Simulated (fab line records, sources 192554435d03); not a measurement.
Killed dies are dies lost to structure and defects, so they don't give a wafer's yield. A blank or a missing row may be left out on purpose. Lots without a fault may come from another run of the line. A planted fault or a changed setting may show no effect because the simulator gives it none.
Chamber matching | flow n5_finfet | N5_BEOL_M10_PECVD_70 on pecvd-04: 3 sister chambers
The step deposits SiO2 from TEOS/O2, target thk 20 nm, time 22.7 s. 18 wafers are shown with their chamber, then 9 later ones without.

WAFERS WITH THEIR CHAMBER
wafer  | chamber | throttle_valve_pct (%) | showerhead_plenum_p_Torr (Torr) | heater_power_w (W)
L076.3 | 2       | 21.5                   | 8.79                            | 661
L076.5 | 0       | 22.1                   | 8.86                            | 660
L076.6 | 1       | 20.3                   | 8.80                            | 727
L079.1 | 2       | 21.2                   | 8.81                            | 695
L079.4 | 0       | 22.1                   | 8.86                            | 805
L079.6 | 2       | 21.5                   | 8.79                            | 671
L082.1 | 0       | 22.0                   | 8.89                            | 690
L082.4 | 0       | 21.9                   | 8.87                            | 718
L082.6 | 2       | 21.2                   | 8.80                            | 596
L083.1 | 1       | 20.4                   | 8.79                            | 833
L083.4 | 1       | 20.4                   | 8.80                            | 790
L083.5 | 2       | 21.6                   | 8.82                            | 615
L085.3 | 1       | 20.2                   | 8.79                            | 731
L085.5 | 2       | 21.3                   | 8.82                            | 654
L085.6 | 0       | 22.2                   | 8.88                            | 727
L086.1 | 0       | 22.1                   | 8.88                            | 788
L086.5 | 2       | 21.4                   | 8.82                            | 565
L086.6 | 0       | 21.9                   | 8.84                            | 771

SIGNATURES (means of the wafers above)
reading                  | chamber 0 | chamber 1 | chamber 2 | scatter within a chamber
throttle_valve_pct       | 22.043    | 20.325    | 21.386    | 0.13
showerhead_plenum_p_Torr | 8.8686    | 8.7950    | 8.8071    | 0.014
heater_power_w           | 737.00    | 770.25    | 636.71    | 50
Rule: a wafer's distance from a chamber is the root of the sum, over the readings, of the square of ((its reading less the chamber's mean) divided by the reading's scatter). The wafer belongs to the nearest chamber; if the next one is less than 2 further off, it can't be placed. The scatter: the root of (the sum of the squares of (reading less its chamber's mean) over the shown wafers, divided by (wafers less chambers)).

WAFERS WITHOUT THEIR CHAMBER
wafer  | throttle_valve_pct (%) | showerhead_plenum_p_Torr (Torr) | heater_power_w (W)
L084.1 | 20.3                   | 8.81                            | 792
L084.2 | 21.6                   | 8.81                            | 616
L084.6 | 20.6                   | 8.78                            | 786
L092.2 | 21.5                   | 8.79                            | 687
L092.4 | 21.6                   | 8.81                            | 700
L092.5 | 22.2                   | 8.86                            | 727
L094.1 | 21.5                   | 8.81                            | 672
L094.3 | 22.2                   | 8.87                            | 780
L094.4 | 22.1                   | 8.87                            | 793

WHICH CHAMBER EACH WENT THROUGH
wafer  | from the rows above | in truth
L084.1 | 1                   | 1
L084.2 | 2                   | 2
L084.6 | 1                   | 1
L092.2 | 2                   | 2
L092.4 | 2                   | 2
L092.5 | 0                   | 0
L094.1 | 2                   | 2
L094.3 | 0                   | 0
L094.4 | 0                   | 0
Placed correctly: 9 of 9. Can't be placed from these rows: 0. Placed wrongly: 0.
